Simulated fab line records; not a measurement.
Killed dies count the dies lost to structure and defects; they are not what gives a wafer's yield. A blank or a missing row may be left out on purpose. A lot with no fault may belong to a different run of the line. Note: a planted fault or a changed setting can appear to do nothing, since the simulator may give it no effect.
Split-lot trial + flow n5_finfet + 21 wafers read across 7 lots, on a route 1938 steps long

ON THE SPLIT
At N5_BEOL_M2_ETCH_69 (etches SiARC in CF4, target depth 15.6 nm, time 26 s), the setting bias_w was moved away from the recipe's 36 W on 3 of the 21 wafers read, by +4.6% to +16.6%. This setting was run at the recipe's value on the other wafers.

The reading comes from the split's own step.

THE READING
rf_vpp_V, in V, at N5_BEOL_M2_ETCH_69 (etches SiARC in CF4, target depth 15.6 nm, time 26 s). A value of 183.8 V with a standard deviation of 1.3 V is what fault-free wafers of this fab line usually give.

| wafer  | tool, chamber at the split | bias_w as run, W | against the recipe | rf_vpp_V, V | against lot-mates on the recipe |
|--------|----------------------------|------------------|--------------------|-------------|---------------------------------|
| L077.4 | rie_diel-02, 2             | 36               | recipe             | 184.3       | -                               |
| L077.5 | rie_diel-02, 2             | 36               | recipe             | 183.6       | -                               |
| L077.6 | rie_diel-02, 1             | 36               | recipe             | 183.9       | -                               |
| L084.1 | rie_diel-02, 3             | 36               | recipe             | 186.5       | -                               |
| L084.5 | rie_diel-02, 3             | 36               | recipe             | 184.5       | -                               |
| L084.6 | rie_diel-02, 2             | 36               | recipe             | 183.6       | -                               |
| L085.1 | rie_diel-02, 0             | 36               | recipe             | 182.1       | -                               |
| L085.3 | rie_diel-02, 3             | 36               | recipe             | 183.9       | -                               |
| L085.6 | rie_diel-02, 1             | 36               | recipe             | 184.6       | -                               |
| L087.1 | rie_diel-02, 3             | 36               | recipe             | 183.3       | -                               |
| L087.3 | rie_diel-02, 0             | 36               | recipe             | 182.8       | -                               |
| L087.5 | rie_diel-02, 1             | 36               | recipe             | 183.8       | -                               |
| L091.1 | rie_diel-02, 1             | 36               | recipe             | 182.1       | -                               |
| L091.2 | rie_diel-02, 0             | 36               | recipe             | 183.5       | -                               |
| L091.4 | rie_diel-02, 0             | 36               | recipe             | 181.6       | -                               |
| L090.1 | rie_diel-02, 1             | 36               | recipe             | 185.3       | -                               |
| L090.2 | rie_diel-02, 2             | 41.99            | +16.6%             | 201.6       | +18.4                           |
| L090.3 | rie_diel-02, 0             | 36               | recipe             | 181.0       | -                               |
| L093.2 | rie_diel-02, 1             | 37.64            | +4.6%              | 189.4       | +4.5                            |
| L093.3 | rie_diel-02, 0             | 36               | recipe             | 184.9       | -                               |
| L093.4 | rie_diel-02, 3             | 37.64            | +4.6%              | 190.2       | +5.3                            |

FIT RESULTS
A straight line over all 21 wafers: rf_vpp_V changes by +1.11 V for each +1% of bias_w; r = +0.95; the points scatter about the line by 1.3 V.
The same after taking each lot's own level away (the mean of its wafers on the recipe; 21 wafers): +1.11 V for each +1%; r = +0.97; scatter 1 V.
On that fit, the largest move of bias_w shifts the reading by 18 V.
Across the lots, their own levels run from 182.40 to 184.90 V, a range of 1.9 times the standard deviation given above.
So the lot-to-lot level changes the slope little: the two slopes agree.
Check: for one of the wafers moved furthest among these (+16.6%), held out of the fit, the line's prediction against its lot-mates is +17.9 V. Against them it came out at +18.4 V.
Tool readings at the split's step, against how far the setting was moved: rf_vpp_V r = +0.95.

OTHER SPLITS ON THESE WAFERS
Before the reading, these wafers also passed through other splits. Each is held against what the fit with the lots' levels taken away leaves over:
| other split on the same wafers | wafers away from the commonest value | r with rf_vpp_V (lot level and that fit taken away) |
|--------------------------------|--------------------------------------|-----------------------------------------------------|
| N5_BEOL_M2_COAT_62 spin_rpm    | 5                                    | -0.10                                               |
| N5_BEOL_M2_COAT_73 temp_c      | 8                                    | +0.14                                               |

FILE'S OWN FIT
rf_vpp_V changes by +1.11 V for each +1% of bias_w, r = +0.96.
